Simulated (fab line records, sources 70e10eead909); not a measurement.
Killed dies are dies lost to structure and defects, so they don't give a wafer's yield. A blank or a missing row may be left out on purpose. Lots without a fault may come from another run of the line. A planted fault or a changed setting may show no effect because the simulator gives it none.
Problem report in the 8D (eight disciplines) form, filled by code | flow nand_harc | the parts of the form that need people (team, actions taken, sign-off) are left out

1. THE PROBLEM
thk_nm at NHARC_A_ONON_D2_THK_MEAS_18 reads a mean of 517 nm on 6 wafers of 2 lots; wafers without a fault read 997 nm with a standard deviation of 11. That is -44 standard deviations from the usual mean.
The step: measures by ellipsometry.
First seen on wafer L671.2, day 16 01:53, on film_metro-02. The record holds 42 wafers of 14 lots with a number at this step. Rule for "out", or "out of limits": more than 4 standard deviations from the usual mean. The other wafers with a number count as sound.

2. WHAT IT IS AND WHAT IT IS NOT
question                    | is                           | is not
which readings at this step | thk_nm                       | -
which lots                  | L671, L673                   | L665, L667, L668, L670, L676, L680, L682, L683, L684, L685, L686, L687
which wafers of those lots  | all that have a number       | -
read on which gauges        | film_metro-01, film_metro-02 | -
when                        | from day 16 01:53            | up to then (12 sound wafers); but 24 sound wafers of L676, L680, L682, L683, L684, L685, L686, L687 came after

3. SUSPECTS, AND WHAT RULES EACH OUT
Counting: a tool at a process step up to the reading stays a suspect if it ran every lot that is out and no sound lot after the first of them.
- the gauge at NHARC_A_ONON_D2_THK_MEAS_18: ruled out. The wafers that are out were read on 2 gauges (film_metro-01, film_metro-02).
- pecvd_onon-01 at NHARC_A_ONON_D2_DEP_16 (target thk 1000 nm): ruled out as a lasting fault. Sound lots L680, L683, L684, L685, L687 ran on it after its first lot that is out, L671 (day 16 01:26).
Left after counting: nothing in the record.

4. THE CAUSE (what the simulator had put in)
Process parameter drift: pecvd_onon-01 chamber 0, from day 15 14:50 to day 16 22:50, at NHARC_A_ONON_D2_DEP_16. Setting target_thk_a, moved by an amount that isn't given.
Counting ruled it out, wrongly: the rule takes a fault to strike every lot that its tool runs from its start on, and this one did not.

5. THE CHAIN OF EFFECTS, in route order
Each row: a reading whose mean over the struck wafers that have a number lies more than 3 standard deviations from the usual. Only readings for which the record gives a usual standard deviation are gone through. hours: the time from each lot's start at the first step in this table that gives one to its start at this step, as a median over the lots. sigmas: the change in usual standard deviations.
hours | step                        | reading | usual  | on struck wafers | change | sigmas
0     | NHARC_A_ONON_D2_THK_MEAS_18 | thk_nm  | 997 nm | 517              | -480   | -44

6. WHAT WOULD HAVE CAUGHT IT SOONER
In this record the first reading out of limits at a measuring or inspecting step was taken at day 16 01:53, 11 hours after the fault began at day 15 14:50.
